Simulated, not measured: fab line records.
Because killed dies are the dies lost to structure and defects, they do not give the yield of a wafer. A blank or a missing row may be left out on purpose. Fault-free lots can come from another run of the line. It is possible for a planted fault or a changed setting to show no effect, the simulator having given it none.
fab line records | flow n5_finfet | part 1 of 2: steps 1 to 4 of 6
[record] lots = 23 wafers = 69 last_day = 20
route steps=1938 shown FIN_SAQP@126 FIN_CUT@163
lots that met no fault: taken from a fault-free run of the same line
start_h: hours from the record's opening day to when the first of the lot's shown wafers began | wait_h: hours from the lot's prior step to this one | " identical to the entry in the row above | L1.1+2: a single row standing in for several wafers | - no value, or no start given | * or withheld: withheld | < > ~ a bound
route shown NAME@n: names a module that has steps shown in the file, with the first one's number in the route | usual: mean/standard deviation taken from wafers without a fault | same: alike in all rows | chamber/n: place in a boat | sites: readings site by site | _std_site: standard deviation across them | _edge_site: inner sites' mean taken away from outer sites' mean | radius_mm: how far each site lies from the wafer's centre | mask NAME#n: copy n | behind: the tool/chamber that last shaped the wafer | hold: what put the lot on hold/how long, in hours/how the hold closed | device: which transistor (n, p or np) failed to switch | end of line: the tests these same wafers got at the end of their route | a step with no rows: only its recipe | killed: the dies lost at the first sort to structure and to defects; this is not the yield of the wafer | map: a wafer's dies, marking killed ones x, the rest . and places with no die _
set.NAME: the setting as run; set.NAME@STEP: as run at that earlier step | model.NAME: the simulator's own value behind a step, which no gauge read
steps of the route over a sample of lots; a table a step, a row a wafer
services: from which hour (start_h, from the record's first day; less than 0 if before it) a tool's chamber was out of use, for how many hours, and why
[[steps]]
[step N5_FIN_SAQP_SPACER1_ETCHBACK_25]
[recipe] chemistry = CHF3/O2 mode = anisotropic_etchback target = SiO2 target_depth_a = 244 time_s = 12.2 pressure_mtorr = 30 source_w = 650 bias_w = 170 Ar_flow_sccm = 200 CHF3_flow_sccm = 50 O2_flow_sccm = 5 ion_energy_ev = 200
[usual] drypump_motor_current_A = 5.8/0.5 oes_o_777_au = 0.74/0.046 oes_product_au = 0.73/0.047 rf_vpp_V = 523/9 showerhead_plenum_p_Torr = 2.39/0.089 throttle_valve_pct = 18.87/0.21
// columns lot.wafer tool chamber start_h wait_h drypump_motor_current_A oes_o_777_au oes_product_au rf_hours_counter_h rf_vpp_V showerhead_plenum_p_Torr throttle_valve_pct
L074.2 rie_diel-02 1 24.26 0.4 5.5 0.77 0.76 156 520 2.40 19.12
L074.3 " 2 " " 5.2 0.72 0.73 187 522 2.41 18.91
L074.4 " 3 " " 6.3 0.77 0.77 127 516 2.32 18.51
L075.1 rie_diel-03 1 31.87 0.4 5.9 0.86 0.84 100 522 2.54 19.29
L075.4 " 0 " " 4.9 0.72 0.70 204 519 2.39 18.82
L075.5 " 2 " " 5.6 0.75 0.77 - 507 2.31 18.70
L076.3 rie_diel-06 3 36.32 0.4 6.7 0.72 0.73 175 528 2.51 18.81
L076.4 " 1 " " 5.2 0.77 0.73 149 515 2.51 18.87
L076.5 " 2 " " 6.2 0.73 0.71 - 536 2.49 18.83
L077.3 rie_diel-03 0 44.41 0.4 4.9 0.72 0.71 207 520 2.39 18.83
L077.4 " 1 " " 6.0 0.86 0.84 104 523 2.54 19.31
L077.5 " 3 " " 6.1 0.72 0.72 - 527 2.29 18.73
L078.1 rie_diel-02 0 49.03 0.4 6.1 0.71 0.69 228 523 2.30 18.66
L078.3 " 1 " " 5.5 0.76 0.76 164 519 2.39 19.13
L078.5 " 2 " " 5.2 0.73 0.72 - 524 2.41 18.91
L079.3 rie_diel-06 0 54.84 0.4 5.9 0.75 0.77 146 545 2.49 18.89
L079.4 " 3 " " 6.7 0.72 0.72 180 528 2.50 18.83
L079.6 " 3 " " 6.8 0.73 0.73 - 529 2.50 18.82
L080.2 rie_diel-02 3 60.82 0.4 6.3 0.77 0.77 135 516 2.31 18.53
L080.4 " 1 " " 5.5 0.76 0.75 166 519 2.39 19.14
L080.6 " 3 " " 6.3 0.77 0.76 - 516 2.31 18.52
L081.2 rie_diel-02 2 67.27 0.4 5.2 0.71 0.72 199 524 2.40 18.93
L081.3 " 3 " " 6.4 0.77 0.76 137 515 2.31 18.53
L081.5 " 2 " " 5.2 0.71 0.72 - 523 2.40 18.94
L082.1 rie_diel-03 1 72.52 0.4 5.9 0.85 0.83 113 523 2.53 19.32
L082.4 " 0 " " 4.9 0.71 0.70 217 519 2.39 18.83
L082.6 " 3 " " 6.1 0.71 0.70 - 526 2.29 18.74
L083.1 rie_diel-03 3 79.01 0.4 6.1 0.71 0.70 193 526 2.29 18.75
L083.2 " 1 " " 5.9 0.84 0.82 116 524 2.53 19.31
L083.6 " 3 " " 6.1 0.70 0.70 - 526 2.29 18.76
L084.2 rie_diel-03 1 85.05 0.4 5.9 0.85 0.83 119 523 2.53 19.33
L084.4 " 0 " " 4.9 0.71 0.68 223 521 2.38 18.84
L084.5 " 3 " " 6.1 0.71 0.70 - 526 2.29 18.75
L085.1 rie_diel-02 2 93.28 0.4 5.2 0.71 0.71 208 522 2.40 18.95
L085.3 " 0 " " 6.1 0.70 0.69 241 523 2.29 18.68
L085.6 " 1 " " 5.5 0.75 0.75 - 519 2.39 19.14
L086.2 rie_diel-02 1 97.18 0.5 5.5 0.75 0.74 178 519 2.39 19.14
L086.3 " 0 " " 6.0 0.69 0.69 243 523 2.29 18.68
L086.4 " 2 " " 5.2 0.71 0.71 210 522 2.40 18.95
L088.3 rie_diel-02 2 110.35 0.4 5.2 0.71 0.71 215 522 2.40 18.96
L088.5 " 0 " " 6.1 0.69 0.69 - 524 2.29 18.68
L088.6 " 1 " " 5.5 0.74 0.74 - 520 2.39 19.15
L089.1 rie_diel-06 3 114.16 0.4 6.8 0.71 0.72 200 529 2.50 18.87
L089.3 " 0 " " 5.9 0.73 0.76 166 546 2.48 18.92
L089.4 " 2 " " 6.2 0.71 0.69 198 535 2.48 18.87
L090.1 rie_diel-03 0 119.79 0.5 4.8 0.70 0.68 233 521 2.38 18.87
L090.2 " 3 " " 6.1 0.69 0.69 211 526 2.28 18.79
L090.6 " 2 " " 5.6 0.74 0.74 - 506 2.30 18.76
L091.3 rie_diel-02 1 127.25 0.4 5.5 0.74 0.73 190 519 2.38 19.15
L091.4 " 3 " " 6.3 0.74 0.75 - 515 2.30 18.56
L091.5 " 1 " " 5.5 0.74 0.72 - 520 2.38 19.18
L092.1 rie_diel-06 2 133.07 0.5 6.2 0.71 0.69 204 536 2.47 18.89
L092.3 " 1 " " 5.2 0.74 0.71 180 513 2.50 18.90
L092.6 " 1 " " 5.2 0.75 0.70 - 513 2.50 18.89
L093.3 rie_diel-03 1 138.21 0.4 5.9 0.83 0.80 141 523 2.52 19.37
L093.5 " 3 " " 6.1 0.69 0.69 - 524 2.28 18.80
L093.6 " 0 " " 4.9 0.70 0.68 - 521 2.38 18.89
L094.2 rie_diel-06 3 143.97 0.4 6.8 0.70 0.71 209 528 2.49 18.88
L094.3 " 2 " " 6.1 0.70 0.69 208 538 2.47 18.90
L094.6 " 2 " " 6.2 0.70 0.70 - 535 2.47 18.90
L095.1 rie_diel-03 1 149.74 0.4 5.9 0.82 0.79 145 522 2.52 19.37
L095.2 " 3 " " 6.1 0.69 0.68 220 526 2.28 18.80
L095.3 " 0 " " 4.9 0.69 0.68 244 520 2.38 18.88
L096.1 rie_diel-02 0 156.37 0.4 6.1 0.95 0.99 7 533 2.58 18.35
L096.2 " 1 " " 5.5 0.73 0.73 202 518 2.38 19.19
L096.4 " 2 " " 5.2 0.69 0.69 234 523 2.39 19.00
L097.3 rie_diel-06 2 161.93 0.5 6.1 0.71 0.68 214 535 2.47 18.89
L097.5 " 0 " " 5.9 0.71 0.74 - 544 2.48 18.94
L097.6 " 1 " " 5.2 0.73 0.70 - 513 2.50 18.94
[step N5_FIN_SAQP_HM_CD_35]
[recipe] target_cd_nm = 8 polarity = line
[usual] cd_nm = 8.10/0.23
// columns lot.wafer tool chamber start_h wait_h cd_nm
L074.2 cd_sem-01 - 26.29 0.1 7.75
L074.3 " - " " 8.01
L074.4 " - " " 8.19
L075.1 cd_sem-02 - 33.88 0.1 7.85
L075.4 " - " " 7.80
L075.5 " - " " 8.11
L076.3 cd_sem-03 - 39.49 0.1 8.23
L076.4 " - " " 8.32
L076.5 " - " " 7.66
L077.3 cd_sem-01 - 46.88 0.1 8.20
L077.4 " - " " 7.75
L077.5 " - " " 8.44
L078.1 cd_sem-02 - 51.89 0.1 8.13
L078.3 " - " " 7.82
L078.5 " - " " 8.09
L079.3 cd_sem-01 - 56.93 0.1 7.44
L079.4 " - " " 8.12
L079.6 " - " " 8.12
L080.2 cd_sem-03 - 63.91 0.1 7.92
L080.4 " - " " 7.89
L080.6 " - " " 8.51
L081.2 cd_sem-01 - 69.52 0.1 8.23
L081.3 " - " " 8.27
L081.5 " - " " 8.33
L082.1 cd_sem-02 - 74.89 0.1 7.68
L082.4 " - " " 7.85
L082.6 " - " " 7.97
L083.1 cd_sem-01 - 81.40 0.1 8.07
L083.2 " - " " 8.33
L083.6 " - " " 8.10
L084.2 cd_sem-02 - 87.33 0.1 8.20
L084.4 " - " " 8.60
L084.5 " - " " 7.83
L085.1 cd_sem-01 - 97.28 0.1 8.00
L085.3 " - " " 7.94
L085.6 " - " " 8.13
L086.2 cd_sem-01 - 99.34 0.1 8.31
L086.3 " - " " 8.20
L086.4 " - " " 8.22
L088.3 cd_sem-02 - 112.70 0.1 8.25
L088.5 " - " " 8.31
L088.6 " - " " 8.21
L089.1 cd_sem-01 - 116.81 0.1 8.70
L089.3 " - " " 8.07
L089.4 " - " " 8.11
L090.1 cd_sem-01 - 122.74 0.1 7.99
L090.2 " - " " 8.00
L090.6 " - " " 8.13
L091.3 cd_sem-02 - 129.77 0.1 7.96
L091.4 " - " " 8.06
L091.5 " - " " 8.07
L092.1 cd_sem-01 - 135.84 0.1 8.04
L092.3 " - " " 8.29
L092.6 " - " " 8.37
L093.3 cd_sem-01 - 140.61 0.1 7.93
L093.5 " - " " 8.21
L093.6 " - " " 7.63
L094.2 cd_sem-02 - 146.60 0.1 8.19
L094.3 " - " " 8.13
L094.6 " - " " 8.09
L095.1 cd_sem-02 - 151.75 0.1 8.00
L095.2 " - " " 8.17
L095.3 " - " " 7.93
L096.1 cd_sem-02 - 158.55 0.1 7.84
L096.2 " - " " 8.06
L096.4 " - " " 8.19
L097.3 cd_sem-03 - 164.22 0.1 8.09
L097.5 " - " " 7.93
L097.6 " - " " 8.02
[step N5_FIN_CUT_CD_MEAS_08]
[recipe] target_cd_nm = 29.1 landing_energy_ev = 500 detector = se_inlens polarity = opening
[usual] cd_nm = 29.10/0.21
// columns lot.wafer tool chamber start_h wait_h cd_nm
L074.2 cd_sem-02 0 26.91 - 29.43
L074.3 " 0 " " 29.24
L074.4 " 0 " " 28.89
L075.1 cd_sem-01 0 34.62 - 28.94
L075.4 " 0 " " 28.82
L075.5 " 0 " " 29.02
L076.3 cd_sem-01 0 40.23 - 28.94
L076.4 " 0 " " 28.80
L076.5 " 0 " " 29.06
L077.3 cd_sem-01 0 47.50 - 28.90
L077.4 " 0 " " 29.35
L077.5 " 0 " " 28.80
L078.1 cd_sem-01 0 52.64 - 29.46
L078.3 " 0 " " 29.14
L078.5 " 0 " " 29.34
L079.3 cd_sem-02 0 57.55 - 29.15
L079.4 " 0 " " 28.89
L079.6 " 0 " " 28.93
L080.2 cd_sem-02 0 64.59 - 28.79
L080.4 " 0 " " 29.09
L080.6 " 0 " " 28.99
L081.2 cd_sem-01 0 70.41 - 29.03
L081.3 " 0 " " 28.93
L081.5 " 0 " " 29.20
L082.1 cd_sem-03 0 75.51 - 28.87
L082.4 " 0 " " 29.00
L082.6 " 0 " " 29.04
L083.1 cd_sem-03 0 82.03 - 29.15
L083.2 " 0 " " 29.14
L083.6 " 0 " " 29.15
L084.2 cd_sem-01 0 87.95 - 29.28
L084.4 " 0 " " 29.25
L084.5 " 0 " " 29.05
L085.1 cd_sem-02 0 97.90 - 29.04
L085.3 " 0 " " 29.41
L085.6 " 0 " " 29.16
L086.2 cd_sem-03 0 99.96 - 28.72
L086.3 " 0 " " 28.86
L086.4 " 0 " " 29.35
L088.3 cd_sem-01 0 113.33 - 29.27
L088.5 " 0 " " 29.11
L088.6 " 0 " " 29.08
L089.1 cd_sem-02 0 117.56 - 28.97
L089.3 " 0 " " 28.70
L089.4 " 0 " " 29.22
L090.1 cd_sem-01 0 123.49 - 28.95
L090.2 " 0 " " 29.41
L090.6 " 0 " " 29.36
L091.3 cd_sem-02 0 130.51 - 28.99
L091.4 " 0 " " 29.33
L091.5 " 0 " " 29.14
L092.1 cd_sem-03 0 136.46 - 29.15
L092.3 " 0 " " 29.04
L092.6 " 0 " " 28.68
L093.3 cd_sem-02 0 141.24 - 29.12
L093.5 " 0 " " 29.34
L093.6 " 0 " " 29.19
L094.2 cd_sem-02 0 147.23 - 29.07
L094.3 " 0 " " 28.98
L094.6 " 0 " " 28.98
L095.1 cd_sem-01 0 152.50 - 29.10
L095.2 " 0 " " 29.21
L095.3 " 0 " " 29.05
L096.1 cd_sem-02 0 159.17 - 29.29
L096.2 " 0 " " 29.31
L096.4 " 0 " " 29.22
L097.3 cd_sem-02 0 164.97 - 29.32
L097.5 " 0 " " 28.79
L097.6 " 0 " " 29.15
[step N5_FIN_CUT_DESCUM_13]
[recipe] chemistry = O2 time_s = 7 source_power_w = 50 bias_power_w = 20 pressure_mtorr = 20 rf_frequency_hz = 2.712e+07 temp_c = 40 resist = CAR-EUV o2_flow_sccm = 225
[usual] drypump_motor_current_A = 5.5/0.49 oes_product_au = 0.81/0.088 rf_vpp_V = 243.2/1.4 showerhead_plenum_p_Torr = 2.10/0.077 throttle_valve_pct = 20.53/0.22
// columns lot.wafer tool chamber start_h wait_h drypump_motor_current_A oes_product_au rf_hours_counter_h rf_vpp_V showerhead_plenum_p_Torr throttle_valve_pct
L074.2 rie_diel-01 1 27.04 0.0 6.2 0.77 148 243.0 2.21 20.47
L074.3 " 0 " " 6.1 0.73 208 244.8 2.15 20.68
L074.4 " 1 " " 6.2 0.77 - 244.2 2.21 20.47
L075.1 rie_diel-05 1 34.75 0.0 5.9 0.98 9 244.6 2.25 20.65
L075.4 " 0 " " 4.7 0.76 - 244.9 2.19 20.64
L075.5 " 1 " " 5.9 0.99 - 245.1 2.25 20.64
L076.3 rie_diel-01 0 40.41 0.1 6.2 0.72 213 244.3 2.15 20.71
L076.4 " 1 " " 6.1 0.75 - 243.6 2.20 20.49
L076.5 " 0 " " 6.1 0.73 - 244.7 2.15 20.71
L077.3 rie_diel-05 1 48.01 0.4 5.9 0.96 12 245.8 2.25 20.67
L077.4 " 0 " " 4.7 0.75 153 244.8 2.19 20.64
L077.5 " 0 " " 4.7 0.76 - 244.7 2.19 20.65
L078.1 rie_diel-04 2 52.76 0.0 5.5 0.80 96 241.4 2.01 20.09
L078.3 " 0 " " 5.8 0.73 179 243.7 2.07 20.53
L078.5 " 3 " " 5.9 0.74 - 241.9 2.09 20.77
L079.3 rie_diel-04 0 57.67 0.0 5.8 0.73 181 241.8 2.07 20.53
L079.4 " 1 " " 5.8 0.93 19 240.2 2.06 20.49
L079.6 " 1 " " 5.8 0.93 - 242.6 2.06 20.48
L080.2 rie_diel-01 0 64.78 0.1 6.1 0.72 221 246.3 2.14 20.74
L080.4 " 1 " " 6.1 0.74 161 243.6 2.20 20.48
L080.6 " 2 " " 5.2 0.94 - 244.1 2.15 20.23
L081.2 rie_diel-05 3 70.53 0.0 5.0 0.94 8 242.5 2.04 20.13
L081.3 " 2 " " 5.5 0.81 106 242.0 2.04 20.61
L081.5 " 0 " " 4.7 0.74 - 245.5 2.19 20.64
L082.1 rie_diel-05 2 75.65 0.0 5.5 0.79 108 243.1 2.04 20.60
L082.4 " 0 " " 4.7 0.74 161 244.6 2.19 20.64
L082.6 " 1 " " 5.9 0.94 - 245.1 2.24 20.67
L083.1 rie_diel-05 3 82.15 0.0 5.0 0.91 12 242.9 2.04 20.15
L083.2 " 0 " " 4.7 0.74 162 244.6 2.19 20.66
L083.6 " 3 " " 5.0 0.93 - 242.7 2.04 20.15
L084.2 rie_diel-05 0 88.07 0.0 4.7 0.74 164 243.9 2.19 20.65
L084.4 " 3 " " 5.0 0.93 - 242.7 2.04 20.16
L084.5 " 2 " " 5.5 0.80 - 242.2 2.04 20.61
L085.1 rie_diel-04 1 98.03 0.0 5.7 0.91 30 242.6 2.06 20.50
L085.3 " 2 " " 5.5 0.79 109 241.5 2.00 20.11
L085.6 " 0 " " 5.8 0.72 - 243.9 2.07 20.55
L086.2 rie_diel-05 0 100.08 0.0 4.7 0.74 167 244.6 2.18 20.65
L086.3 " 3 " " 5.0 0.91 17 241.7 2.03 20.16
L086.4 " 1 " " 5.9 0.94 24 244.3 2.24 20.66
L088.3 rie_diel-04 3 113.45 0.0 5.9 0.72 202 242.6 2.09 20.81
L088.5 " 0 " " 5.8 0.72 - 243.5 2.06 20.55
L088.6 " 3 " " 5.9 0.72 - 241.6 2.09 20.81
L089.1 rie_diel-04 3 117.69 0.0 5.9 0.73 204 242.7 2.09 20.80
L089.3 " 1 " " 5.7 0.89 38 242.6 2.05 20.53
L089.4 " 3 " " 5.9 0.71 - 243.2 2.09 20.81
L090.1 rie_diel-05 2 123.61 0.0 5.5 0.78 124 241.1 2.04 20.64
L090.2 " 1 " " 5.9 0.91 35 245.4 2.24 20.70
L090.6 " 3 " " 5.0 0.89 - 243.1 2.03 20.17
L091.3 rie_diel-04 0 130.63 0.0 5.8 0.72 204 242.4 2.06 20.57
L091.4 " 3 " " 5.9 0.72 207 241.9 2.09 20.81
L091.5 " 3 " " 5.9 0.72 - 242.8 2.09 20.82
L092.1 rie_diel-05 3 136.58 0.0 5.0 0.89 28 242.2 2.03 20.17
L092.3 " 2 " " 5.5 0.79 127 242.9 2.04 20.62
L092.6 " 0 " " 4.7 0.72 - 243.8 2.18 20.66
L093.3 rie_diel-04 2 141.36 0.0 5.5 0.79 119 241.1 2.00 20.13
L093.5 " 3 " " 5.9 0.73 - 243.5 2.08 20.84
L093.6 " 2 " " 5.5 0.79 - 241.4 2.00 20.14
L094.2 rie_diel-01 1 147.35 0.0 6.1 0.72 192 244.2 2.19 20.54
L094.3 " 2 " " 5.1 0.87 38 241.9 2.14 20.27
L094.6 " 2 " " 5.1 0.87 - 244.0 2.14 20.26
L095.1 rie_diel-04 2 152.63 0.0 5.5 0.78 122 241.7 2.00 20.13
L095.2 " 0 " " 5.8 0.72 210 242.6 2.06 20.58
L095.3 " 3 " " 5.8 0.71 213 242.3 2.08 20.82
L096.1 rie_diel-05 2 159.29 0.0 5.5 0.78 134 242.1 2.03 20.65
L096.2 " 0 " " 4.7 0.72 187 244.3 2.18 20.69
L096.4 " 3 " " 5.0 0.88 35 243.3 2.03 20.17
L097.3 rie_diel-05 1 165.09 0.0 5.9 0.89 46 245.9 2.23 20.70
L097.5 " 2 " " 5.5 0.77 - 242.1 2.03 20.64
L097.6 " 1 " " 5.9 0.89 - 243.9 2.23 20.72
